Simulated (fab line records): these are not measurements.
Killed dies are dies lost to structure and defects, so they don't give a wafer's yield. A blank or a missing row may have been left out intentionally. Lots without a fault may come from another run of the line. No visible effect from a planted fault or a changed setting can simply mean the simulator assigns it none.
Matching of chambers :: flow n5-finfet :: N5_SPACER0_ALD_00 on ald-sin-03: 4 sister chambers
The step deposits SiOCN, target thk 3.5 nm, pulse time 3 s, purge time 2 s. 4 wafers are shown with their chamber, then 9 later ones without.

== WAFERS WITH THEIR CHAMBER ==
wafer: L090.3
chamber: 3
heater-power-w (W): 826

wafer: L092.1
chamber: 1
heater-power-w (W): 765

wafer: L092.2
chamber: 2
heater-power-w (W): 908

wafer: L092.3
chamber: 0
heater-power-w (W): 881

== WAFERS MISSING THEIR CHAMBER ==
wafer: L094.1
heater-power-w (W): 784

wafer: L094.4
heater-power-w (W): 832

wafer: L094.6
heater-power-w (W): 910

wafer: L096.1
heater-power-w (W): 905

wafer: L096.2
heater-power-w (W): 859

wafer: L096.5
heater-power-w (W): 844

wafer: L097.1
heater-power-w (W): 759

wafer: L097.4
heater-power-w (W): 920

wafer: L097.6
heater-power-w (W): 822

== THE CHAMBER EACH PASSED THROUGH ==
wafer: L094.1
from the rows above: can't be placed: 1 or 3
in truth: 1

wafer: L094.4
from the rows above: 3
in truth: 3

wafer: L094.6
from the rows above: 2
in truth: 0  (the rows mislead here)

wafer: L096.1
from the rows above: can't be placed: 2 or 0
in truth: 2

wafer: L096.2
from the rows above: can't be placed: 0 or 3
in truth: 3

wafer: L096.5
from the rows above: can't be placed: 3 or 0
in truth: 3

wafer: L097.1
from the rows above: 1
in truth: 1

wafer: L097.4
from the rows above: 2
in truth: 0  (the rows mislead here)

wafer: L097.6
from the rows above: 3
in truth: 3
Placed correctly: 3 of 9. Not placeable from these rows: 4 (in 4, the candidates include the true chamber). Wrongly placed: 2.
How it was worked out, from the rows above alone: a wafer's distance from a chamber is the root of the sum, over the readings, of the square of ((its reading less the chamber's mean) divided by the reading's scatter). If the next closest chamber is less than 2 further off than the closest, the wafer can't be placed; otherwise it belongs to the closest. For every chamber, the mean is computed from those of its wafers that are shown. The scatter: root of mean squared gap, hidden wafer to nearest shown wafer, with one shown wafer a chamber.
